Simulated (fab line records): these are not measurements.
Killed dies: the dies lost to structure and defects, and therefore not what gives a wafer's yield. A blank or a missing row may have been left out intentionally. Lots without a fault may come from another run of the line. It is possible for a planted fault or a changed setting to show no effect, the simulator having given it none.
Chamber matching || flow n5_finfet || N5_BEOL_M0_SAQP_ETCH_88 on rie_diel-01 has 4 sister chambers
The step etches underlayer in N2/H2, target depth 6.5 nm, time 5.2 s. 22 wafers are shown with their chamber, then 11 later ones without.

== WAFERS PAIRED WITH THEIR CHAMBERS ==
{"wafer": "L074.1", "chamber": 1, "showerhead_plenum_p_Torr (Torr)": 2.71, "throttle_valve_pct (%)": 17.28, "drypump_motor_current_A (A)": 6.0}
{"wafer": "L074.2", "chamber": 2, "showerhead_plenum_p_Torr (Torr)": 2.52, "throttle_valve_pct (%)": 18.03, "drypump_motor_current_A (A)": 5.6}
{"wafer": "L074.6", "chamber": 3, "showerhead_plenum_p_Torr (Torr)": 2.60, "throttle_valve_pct (%)": 17.72, "drypump_motor_current_A (A)": 5.4}
{"wafer": "L075.1", "chamber": 3, "showerhead_plenum_p_Torr (Torr)": 2.60, "throttle_valve_pct (%)": 17.71, "drypump_motor_current_A (A)": 5.4}
{"wafer": "L075.4", "chamber": 3, "showerhead_plenum_p_Torr (Torr)": 2.60, "throttle_valve_pct (%)": 17.71, "drypump_motor_current_A (A)": 5.4}
{"wafer": "L075.5", "chamber": 1, "showerhead_plenum_p_Torr (Torr)": 2.71, "throttle_valve_pct (%)": 17.30, "drypump_motor_current_A (A)": 6.0}
{"wafer": "L076.1", "chamber": 2, "showerhead_plenum_p_Torr (Torr)": 2.51, "throttle_valve_pct (%)": 18.04, "drypump_motor_current_A (A)": 5.6}
{"wafer": "L076.2", "chamber": 1, "showerhead_plenum_p_Torr (Torr)": 2.71, "throttle_valve_pct (%)": 17.32, "drypump_motor_current_A (A)": 5.9}
{"wafer": "L076.4", "chamber": 2, "showerhead_plenum_p_Torr (Torr)": 2.51, "throttle_valve_pct (%)": 18.05, "drypump_motor_current_A (A)": 5.6}
{"wafer": "L078.3", "chamber": 3, "showerhead_plenum_p_Torr (Torr)": 2.59, "throttle_valve_pct (%)": 17.72, "drypump_motor_current_A (A)": 5.4}
{"wafer": "L078.5", "chamber": 3, "showerhead_plenum_p_Torr (Torr)": 2.59, "throttle_valve_pct (%)": 17.74, "drypump_motor_current_A (A)": 5.4}
{"wafer": "L078.6", "chamber": 2, "showerhead_plenum_p_Torr (Torr)": 2.51, "throttle_valve_pct (%)": 18.08, "drypump_motor_current_A (A)": 5.6}
{"wafer": "L079.2", "chamber": 3, "showerhead_plenum_p_Torr (Torr)": 2.59, "throttle_valve_pct (%)": 17.72, "drypump_motor_current_A (A)": 5.4}
{"wafer": "L079.4", "chamber": 2, "showerhead_plenum_p_Torr (Torr)": 2.51, "throttle_valve_pct (%)": 18.06, "drypump_motor_current_A (A)": 5.5}
{"wafer": "L079.5", "chamber": 2, "showerhead_plenum_p_Torr (Torr)": 2.51, "throttle_valve_pct (%)": 18.08, "drypump_motor_current_A (A)": 5.5}
{"wafer": "L085.1", "chamber": 1, "showerhead_plenum_p_Torr (Torr)": 2.70, "throttle_valve_pct (%)": 17.32, "drypump_motor_current_A (A)": 6.0}
{"wafer": "L085.5", "chamber": 0, "showerhead_plenum_p_Torr (Torr)": 2.70, "throttle_valve_pct (%)": 17.91, "drypump_motor_current_A (A)": 5.1}
{"wafer": "L085.6", "chamber": 3, "showerhead_plenum_p_Torr (Torr)": 2.59, "throttle_valve_pct (%)": 17.74, "drypump_motor_current_A (A)": 5.4}
{"wafer": "L088.2", "chamber": 1, "showerhead_plenum_p_Torr (Torr)": 2.70, "throttle_valve_pct (%)": 17.35, "drypump_motor_current_A (A)": 5.9}
{"wafer": "L088.3", "chamber": 3, "showerhead_plenum_p_Torr (Torr)": 2.59, "throttle_valve_pct (%)": 17.73, "drypump_motor_current_A (A)": 5.4}
{"wafer": "L088.5", "chamber": 1, "showerhead_plenum_p_Torr (Torr)": 2.70, "throttle_valve_pct (%)": 17.34, "drypump_motor_current_A (A)": 6.0}
{"wafer": "L092.2", "chamber": 1, "showerhead_plenum_p_Torr (Torr)": 2.69, "throttle_valve_pct (%)": 17.35, "drypump_motor_current_A (A)": 6.0}

SIGNATURES (means of the wafers above)
{"reading": "showerhead_plenum_p_Torr", "chamber 0": 2.7000, "chamber 1": 2.7029, "chamber 2": 2.5117, "chamber 3": 2.5938, "scatter within a chamber": 0.00584}
{"reading": "throttle_valve_pct", "chamber 0": 17.9100, "chamber 1": 17.3229, "chamber 2": 18.0567, "chamber 3": 17.7237, "scatter within a chamber": 0.0201}
{"reading": "drypump_motor_current_A", "chamber 0": 5.100, "chamber 1": 5.971, "chamber 2": 5.567, "chamber 3": 5.400, "scatter within a chamber": 0.0392}
Rule: for a wafer and a chamber, the distance is found by dividing, reading by reading, the gap between the wafer's reading and the chamber's mean by the reading's scatter, squaring, summing and taking the root. If the next closest chamber is less than 2 further off than the closest, the wafer can't be placed; otherwise it belongs to the closest. The scatter is the square root of a quotient: the sum, over the shown wafers, of each reading's squared deviation from its chamber's mean, divided by wafers minus chambers.

== WAFERS WITHOUT THEIR CHAMBER ==
{"wafer": "L092.3", "showerhead_plenum_p_Torr (Torr)": 2.69, "throttle_valve_pct (%)": 17.91, "drypump_motor_current_A (A)": 5.1}
{"wafer": "L092.5", "showerhead_plenum_p_Torr (Torr)": 2.69, "throttle_valve_pct (%)": 17.35, "drypump_motor_current_A (A)": 6.0}
{"wafer": "L093.1", "showerhead_plenum_p_Torr (Torr)": 2.51, "throttle_valve_pct (%)": 17.66, "drypump_motor_current_A (A)": 5.5}
{"wafer": "L093.3", "showerhead_plenum_p_Torr (Torr)": 2.69, "throttle_valve_pct (%)": 17.93, "drypump_motor_current_A (A)": 5.1}
{"wafer": "L093.6", "showerhead_plenum_p_Torr (Torr)": 2.51, "throttle_valve_pct (%)": 17.67, "drypump_motor_current_A (A)": 5.5}
{"wafer": "L094.2", "showerhead_plenum_p_Torr (Torr)": 2.50, "throttle_valve_pct (%)": 17.66, "drypump_motor_current_A (A)": 5.6}
{"wafer": "L094.3", "showerhead_plenum_p_Torr (Torr)": 2.69, "throttle_valve_pct (%)": 17.37, "drypump_motor_current_A (A)": 6.0}
{"wafer": "L094.5", "showerhead_plenum_p_Torr (Torr)": 2.69, "throttle_valve_pct (%)": 17.36, "drypump_motor_current_A (A)": 5.9}
{"wafer": "L097.1", "showerhead_plenum_p_Torr (Torr)": 2.58, "throttle_valve_pct (%)": 17.77, "drypump_motor_current_A (A)": 5.4}
{"wafer": "L097.2", "showerhead_plenum_p_Torr (Torr)": 2.50, "throttle_valve_pct (%)": 17.66, "drypump_motor_current_A (A)": 5.6}
{"wafer": "L097.3", "showerhead_plenum_p_Torr (Torr)": 2.69, "throttle_valve_pct (%)": 17.95, "drypump_motor_current_A (A)": 5.1}

== CHAMBER TAKEN BY EACH ==
{"wafer": "L092.3", "from the rows above": 0, "in truth": 0}
{"wafer": "L092.5", "from the rows above": 1, "in truth": 1}
{"wafer": "L093.1", "from the rows above": 3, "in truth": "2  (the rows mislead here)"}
{"wafer": "L093.3", "from the rows above": 0, "in truth": 0}
{"wafer": "L093.6", "from the rows above": 3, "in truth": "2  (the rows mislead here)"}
{"wafer": "L094.2", "from the rows above": 3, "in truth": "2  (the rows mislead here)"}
{"wafer": "L094.3", "from the rows above": 1, "in truth": 1}
{"wafer": "L094.5", "from the rows above": 1, "in truth": 1}
{"wafer": "L097.1", "from the rows above": 3, "in truth": 3}
{"wafer": "L097.2", "from the rows above": 3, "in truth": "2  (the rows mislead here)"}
{"wafer": "L097.3", "from the rows above": 0, "in truth": 0}
7 of 11 placed correctly. Left unplaced by these rows: 0. Placed wrongly: 4.
